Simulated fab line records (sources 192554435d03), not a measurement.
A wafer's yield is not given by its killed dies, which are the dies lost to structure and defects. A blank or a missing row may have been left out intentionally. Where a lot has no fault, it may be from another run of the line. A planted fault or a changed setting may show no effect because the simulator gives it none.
A struck lot beside a sound one | flow n5-finfet | 15 out of 1938 route steps
Sound: these wafers, L259.2, L259.3, L259.5. Wafers L251.1, L251.3 were the ones struck. At the end, the cause is stated.
At each step with rows: each side's tool, then ch and its chambers, then its first start. Under that, the readings that differ: sound wafers | struck wafers | difference of the means | sigmas: that difference in standard deviations of wafers without a fault.
alike: readings with means less than 2 such deviations apart, plus words and numbers identical on both sides. not compared: withheld readings, readings lacking a value on some wafer, bounds such as >300 that could conceal the same value, and numbers that have no deviation in the record and whose values overlap.
Wherever a step has rows on one side only, a row that says differs or no value, or a row with sigmas, the two part there. Numbers that have no deviation but don't overlap get no sigmas and don't part them. A reading that every wafer of one side lacks parts them only if that side has two wafers or more.

first, 8 steps without rows for these wafers: N5_BEOL_M9_COAT_59 (time 60 s, resist thk 100 nm); N5_BEOL_M9_COAT_60 (time 60 s, resist thk 30 nm); N5_BEOL_M9_COAT_05 (resist thk 90 nm); N5_BEOL_M9_EBR_07; N5_BEOL_M9_SOFTBAKE_06 (time 60 s); N5_BEOL_M9_EXPOSE_08 (exposes mask M9); N5_BEOL_M9_PEB_09 (peb time 60 s); N5_BEOL_M9_DEVELOP_10 (develop time 30 s).
N5_BEOL_M9_CD_MEAS_11: the cd target is 64.1 nm.
  sound on cd-sem-02 ch 0, day 15 14:13; struck on cd-sem-03 ch 0, day 12 13:07
  reading    | sound          | struck    | difference | sigmas
  cd-nm (nm) | 63.7 64.2 64.9 | 62.5 62.5 | -1.8       | -2
N5_BEOL_M9_OVL_MEAS_12:
  sound on overlay-02 ch 0, day 15 14:14; struck on overlay-01 ch 0, day 12 13:08
  reading     | sound         | struck  | difference | sigmas
  M9_OVL (nm) | -0.8 -1.0 0.0 | 0.1 1.3 | +1.3       | +2
N5_BEOL_M9_INSPECT_13: inspects for defects (brightfield).
  sound on defect-inspect-02 at day 15 14:16; struck on defect-inspect-01 at day 12 13:10
  alike: raw-defect-count
N5_BEOL_M9_DESCUM_16: chemistry O2, time 7.9 s.
  sound on rie-diel-06 ch 0,2, day 15 14:23; struck on rie-diel-06 ch 1,2, day 12 13:12
  alike: drypump-motor-current-A, oes-product-au, rf-vpp-V, showerhead-plenum-p-Torr, throttle-valve-pct
  not compared: rf-hours-counter-h
N5_BEOL_M9_ETCH_61: etches SiARC in CF4, target depth 39 nm, time 65 s.
  sound on rie-diel-06 ch 0,2, day 15 14:25; struck on rie-diel-06 ch 1,2, day 12 13:14
  reading               | sound          | struck    | difference | sigmas
  etch-rf-on-time-s (s) | 63.5 63.6 63.5 | 41.3 38.7 | -23.5      | -8
  oes-product-au (a.u.) | 0.61 0.63 0.62 | 0.97 0.85 | +0.29      | +4
  alike: bias-w, drypump-motor-current-A, mfc-ar-sccm, rf-vpp-V, showerhead-plenum-p-Torr, throttle-valve-pct
  not compared: rf-hours-counter-h
N5_BEOL_M9_ETCH_62: etches SOC in N2/H2, target depth 110 nm, overetch 22 nm, time 165 s.
  sound on rie-diel-06 ch 0,2, day 15 14:28; struck on rie-diel-06 ch 1,2, day 12 13:17
  alike: bias-w, drypump-motor-current-A, oes-product-au, rf-vpp-V, showerhead-plenum-p-Torr, throttle-valve-pct
  not compared: rf-hours-counter-h
next, for these wafers, 1 step has no rows: N5_PASSIVATION_PROBE_49.

## WHERE THEY PART
Earliest at N5_BEOL_M9_CD_MEAS_11; latest, in this record, at N5_BEOL_M9_ETCH_61. Later steps at which nothing parts them and some readings are alike: N5_BEOL_M9_ETCH_62.

WHY: what the simulator had put in
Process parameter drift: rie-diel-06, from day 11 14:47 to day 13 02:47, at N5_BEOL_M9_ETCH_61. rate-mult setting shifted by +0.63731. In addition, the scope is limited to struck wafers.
